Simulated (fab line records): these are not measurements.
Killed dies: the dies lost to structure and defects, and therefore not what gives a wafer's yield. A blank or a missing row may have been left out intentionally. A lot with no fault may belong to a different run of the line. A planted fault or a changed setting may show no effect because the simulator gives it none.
Chamber matching / flow n5 finfet / N5_BEOL_M0_SAQP_HM_DEP_111 on pecvd-04: 3 sister chambers
The step deposits SiO2 from SiH4/N2O, target thk 12 nm, time 7.2 s. 20 wafers are shown with their chamber, then 10 later ones without.

== WAFERS WITH THEIR CHAMBER ==
wafer=L074.3; chamber=0; showerhead plenum p Torr (Torr)=8.11; heater power w (W)=899; susceptor temp C (C)=400.07
wafer=L074.4; chamber=1; showerhead plenum p Torr (Torr)=8.17; heater power w (W)=668; susceptor temp C (C)=400.29
wafer=L074.5; chamber=2; showerhead plenum p Torr (Torr)=8.11; heater power w (W)=807; susceptor temp C (C)=400.01
wafer=L078.1; chamber=0; showerhead plenum p Torr (Torr)=8.10; heater power w (W)=943; susceptor temp C (C)=400.41
wafer=L078.2; chamber=2; showerhead plenum p Torr (Torr)=8.10; heater power w (W)=674; susceptor temp C (C)=400.19
wafer=L078.5; chamber=1; showerhead plenum p Torr (Torr)=8.18; heater power w (W)=662; susceptor temp C (C)=400.01
wafer=L082.2; chamber=1; showerhead plenum p Torr (Torr)=8.16; heater power w (W)=725; susceptor temp C (C)=399.76
wafer=L082.3; chamber=2; showerhead plenum p Torr (Torr)=8.13; heater power w (W)=713; susceptor temp C (C)=400.28
wafer=L082.6; chamber=1; showerhead plenum p Torr (Torr)=8.16; heater power w (W)=702; susceptor temp C (C)=400.10
wafer=L085.1; chamber=1; showerhead plenum p Torr (Torr)=8.16; heater power w (W)=651; susceptor temp C (C)=399.87
wafer=L085.4; chamber=2; showerhead plenum p Torr (Torr)=8.09; heater power w (W)=734; susceptor temp C (C)=400.04
wafer=L085.6; chamber=2; showerhead plenum p Torr (Torr)=8.11; heater power w (W)=744; susceptor temp C (C)=400.12
wafer=L086.1; chamber=2; showerhead plenum p Torr (Torr)=8.10; heater power w (W)=713; susceptor temp C (C)=400.25
wafer=L086.3; chamber=1; showerhead plenum p Torr (Torr)=8.16; heater power w (W)=675; susceptor temp C (C)=400.35
wafer=L086.5; chamber=1; showerhead plenum p Torr (Torr)=8.17; heater power w (W)=679; susceptor temp C (C)=400.10
wafer=L089.1; chamber=0; showerhead plenum p Torr (Torr)=8.09; heater power w (W)=851; susceptor temp C (C)=400.20
wafer=L089.4; chamber=1; showerhead plenum p Torr (Torr)=8.15; heater power w (W)=715; susceptor temp C (C)=399.90
wafer=L089.5; chamber=1; showerhead plenum p Torr (Torr)=8.15; heater power w (W)=693; susceptor temp C (C)=400.00
wafer=L090.1; chamber=0; showerhead plenum p Torr (Torr)=8.09; heater power w (W)=993; susceptor temp C (C)=399.70
wafer=L090.2; chamber=1; showerhead plenum p Torr (Torr)=8.15; heater power w (W)=749; susceptor temp C (C)=399.78

SIGNATURES (means of the wafers above)
reading=showerhead plenum p Torr; chamber 0=8.0975; chamber 1=8.1610; chamber 2=8.1067; scatter within a chamber=0.0111
reading=heater power w; chamber 0=921.50; chamber 1=691.90; chamber 2=730.83; scatter within a chamber=41.6
reading=susceptor temp C; chamber 0=400.0950; chamber 1=400.0160; chamber 2=400.1483; scatter within a chamber=0.201
Rule: a wafer's distance from a chamber is the root of the sum, over the readings, of the square of ((its reading less the chamber's mean) divided by the reading's scatter). The wafer belongs to the nearest chamber; if the next one is less than 2 further off, it can't be placed. The scatter is the square root of a quotient: the sum, over the shown wafers, of each reading's squared deviation from its chamber's mean, divided by wafers minus chambers.

== WAFERS WITH NO CHAMBER GIVEN ==
wafer=L090.5; showerhead plenum p Torr (Torr)=8.16; heater power w (W)=603; susceptor temp C (C)=399.92
wafer=L095.1; showerhead plenum p Torr (Torr)=8.10; heater power w (W)=853; susceptor temp C (C)=399.95
wafer=L095.3; showerhead plenum p Torr (Torr)=8.09; heater power w (W)=1012; susceptor temp C (C)=399.70
wafer=L095.4; showerhead plenum p Torr (Torr)=8.09; heater power w (W)=854; susceptor temp C (C)=400.18
wafer=L097.1; showerhead plenum p Torr (Torr)=8.16; heater power w (W)=718; susceptor temp C (C)=400.44
wafer=L097.3; showerhead plenum p Torr (Torr)=8.08; heater power w (W)=729; susceptor temp C (C)=400.00
wafer=L097.5; showerhead plenum p Torr (Torr)=8.11; heater power w (W)=1022; susceptor temp C (C)=399.91
wafer=L096.1; showerhead plenum p Torr (Torr)=8.09; heater power w (W)=881; susceptor temp C (C)=399.83
wafer=L096.3; showerhead plenum p Torr (Torr)=8.16; heater power w (W)=649; susceptor temp C (C)=399.92
wafer=L096.5; showerhead plenum p Torr (Torr)=8.17; heater power w (W)=654; susceptor temp C (C)=400.04

== WHICH CHAMBER EACH WENT THROUGH ==
wafer=L090.5; from the rows above=1; in truth=1
wafer=L095.1; from the rows above=can't be placed: 0 or 2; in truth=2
wafer=L095.3; from the rows above=0; in truth=0
wafer=L095.4; from the rows above=can't be placed: 0 or 2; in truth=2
wafer=L097.1; from the rows above=1; in truth=1
wafer=L097.3; from the rows above=2; in truth=2
wafer=L097.5; from the rows above=0; in truth=0
wafer=L096.1; from the rows above=0; in truth=0
wafer=L096.3; from the rows above=1; in truth=1
wafer=L096.5; from the rows above=1; in truth=1
Placed correctly: 8 of 10. Unplaceable from these rows: 2, with the true chamber sitting among the candidates in 2. Placed wrongly: 0.
